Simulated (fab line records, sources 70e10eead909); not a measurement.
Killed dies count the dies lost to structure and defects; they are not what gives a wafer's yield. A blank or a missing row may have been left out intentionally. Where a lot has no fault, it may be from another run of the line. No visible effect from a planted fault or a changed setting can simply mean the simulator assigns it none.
Shared-tool check	flow nandHarc	2 lots and 6 wafers in the sample

REASON IT WAS OPENED
Flagged at NHARC_END_SORT_01: reading killedAtArray, on 2 of 2 lots. Wafers without a fault read 28, standard deviation 11.
Rule: a lot gets a flag if all its wafers with a number sit over 4 standard deviations from that mean, or if no wafer of it has a number. As for the other lots, they are considered sound.

lot	measured	on	killedAtArray, wafer by wafer	flag
L454	day 21 14:41	prober-01	675 674 673	FLAGGED
L455	day 21 22:28	prober-01	671 677 675	FLAGGED
The numbers of the flagged lots are 674 on average: +646 against the usual, or +59 standard deviations.

LOT BY LOT: THE TOOL USED
The record holds 3 process steps before the reading, out of a route of 1159 steps. Read each cell as the tool, then ch plus the chambers that the sampled wafers visited, then the start.
lot	flag	NHARC_A_BLC_DESCUM_15	NHARC_A_BLC_ETCH_16	NHARC_A_BLC_ALD_23
L454	FLAGGED	rieDiel-09 ch 0,1,3, day 19 13:39	rieDiel-09 ch 0,2,3, day 19 13:44	aldMetal-02 ch 0,2,3, day 19 15:28
L455	FLAGGED	rieDiel-09 ch 1,2,3, day 19 14:47	rieDiel-09 ch 0,1,2, day 19 14:52	aldMetal-04 ch 0,2,3, day 19 16:35
What these steps do:
- NHARC_A_BLC_DESCUM_15: chemistry O2, time 3 s.
- NHARC_A_BLC_ETCH_16: etches the open film in CF4, target depth 39 nm, time 65 s.
- NHARC_A_BLC_ALD_23: deposits TiN, target thk 3 nm, pulse time 1 s, ald cycles 150.
- NHARC_END_SORT_01

FLAGGED OVER TOTAL, TOOL BY TOOL (the gauges that took the reading come last)
step	tool	lots run	flagged	share of the flagged lots	sound lots run after its first flagged lot
NHARC_A_BLC_DESCUM_15	rieDiel-09	2	2	all	0
NHARC_A_BLC_ETCH_16	rieDiel-09	2	2	all	0
NHARC_A_BLC_ALD_23	aldMetal-02	1	1	some	0
NHARC_A_BLC_ALD_23	aldMetal-04	1	1	some	0
NHARC_END_SORT_01	prober-01	2	2	all	0

WHAT THE TABLE ALLOWS
Every flagged lot was run by 3 rows of the table: rieDiel-09 at NHARC_A_BLC_DESCUM_15, rieDiel-09 at NHARC_A_BLC_ETCH_16 and prober-01 at NHARC_END_SORT_01.
- rieDiel-09 at NHARC_A_BLC_DESCUM_15 ran 2 lots, 2 of them flagged. No sound lot ran on it before its first flagged lot in this sample; the start therefore can't be narrowed down.
- rieDiel-09 at NHARC_A_BLC_ETCH_16 ran 2 lots, 2 of them flagged. No sound lot ran on it before its first flagged lot in this sample; the start therefore can't be narrowed down.
- prober-01 at NHARC_END_SORT_01 ran 2 lots, 2 of them flagged. No sound lot ran on it before its first flagged lot in this sample; the start therefore can't be narrowed down.
Counting lots can't tell these 2 tools apart, because each fits a fault that began at some hour. More lots, or a look at what each step does to the wafer, might.

WHAT WAS PUT IN BY THE SIMULATOR
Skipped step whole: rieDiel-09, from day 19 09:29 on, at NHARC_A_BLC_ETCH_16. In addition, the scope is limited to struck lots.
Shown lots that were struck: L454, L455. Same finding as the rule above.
